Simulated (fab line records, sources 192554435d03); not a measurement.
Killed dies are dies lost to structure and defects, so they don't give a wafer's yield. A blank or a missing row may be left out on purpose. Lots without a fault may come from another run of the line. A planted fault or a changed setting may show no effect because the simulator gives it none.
Chamber matching | flow n5_finfet | N5_BEOL_M7_DESCUM_16 on rie_diel-03: 4 sister chambers
The step chemistry O2, time 7.9 s. 16 wafers are shown with their chamber, then 8 later ones without.

WAFERS WITH THEIR CHAMBER
wafer  | chamber | showerhead_plenum_p_Torr (Torr) | throttle_valve_pct (%) | oes_product_au (a.u.)
L075.2 | 0       | 2.00                            | 20.62                  | 0.76
L075.4 | 3       | 2.02                            | 20.44                  | 0.79
L075.6 | 1       | 2.14                            | 20.11                  | 1.01
L078.2 | 3       | 2.02                            | 20.45                  | 0.78
L078.4 | 0       | 2.00                            | 20.62                  | 0.75
L078.6 | 3       | 2.02                            | 20.48                  | 0.78
L082.2 | 2       | 1.99                            | 20.37                  | 0.72
L082.4 | 1       | 2.14                            | 20.12                  | 0.95
L082.6 | 1       | 2.14                            | 20.13                  | 0.95
L083.1 | 0       | 2.00                            | 20.63                  | 0.74
L083.2 | 3       | 2.02                            | 20.45                  | 0.77
L083.3 | 2       | 1.99                            | 20.39                  | 0.72
L084.2 | 0       | 2.00                            | 20.63                  | 0.74
L084.4 | 1       | 2.13                            | 20.14                  | 0.94
L084.5 | 3       | 2.02                            | 20.46                  | 0.78
L090.1 | 2       | 1.99                            | 20.41                  | 0.70

SIGNATURES (means of the wafers above)
reading                  | chamber 0 | chamber 1 | chamber 2 | chamber 3 | scatter within a chamber
showerhead_plenum_p_Torr | 2.0000    | 2.1375    | 1.9900    | 2.0200    | 0.0025
throttle_valve_pct       | 20.6250   | 20.1250   | 20.3900   | 20.4560   | 0.0139
oes_product_au           | 0.7475    | 0.9625    | 0.7133    | 0.7800    | 0.0178
Rule: a wafer's distance from a chamber is the root of the sum, over the readings, of the square of ((its reading less the chamber's mean) divided by the reading's scatter). The wafer belongs to the nearest chamber; if the next one is less than 2 further off, it can't be placed. The scatter: the root of (the sum of the squares of (reading less its chamber's mean) over the shown wafers, divided by (wafers less chambers)).

WAFERS WITHOUT THEIR CHAMBER
wafer  | showerhead_plenum_p_Torr (Torr) | throttle_valve_pct (%) | oes_product_au (a.u.)
L090.3 | 2.01                            | 20.48                  | 0.76
L090.4 | 2.13                            | 20.14                  | 0.91
L091.2 | 1.98                            | 20.42                  | 0.71
L091.5 | 2.13                            | 20.16                  | 0.91
L091.6 | 1.98                            | 20.42                  | 0.71
L096.1 | 2.12                            | 20.19                  | 0.88
L096.4 | 1.99                            | 20.68                  | 0.73
L096.5 | 2.12                            | 20.18                  | 0.88

WHICH CHAMBER EACH WENT THROUGH
wafer  | from the rows above | in truth
L090.3 | 3                   | 3
L090.4 | 1                   | 1
L091.2 | 2                   | 2
L091.5 | 1                   | 1
L091.6 | 2                   | 2
L096.1 | 1                   | 1
L096.4 | 0                   | 0
L096.5 | 1                   | 1
Placed correctly: 8 of 8. Can't be placed from these rows: 0. Placed wrongly: 0.
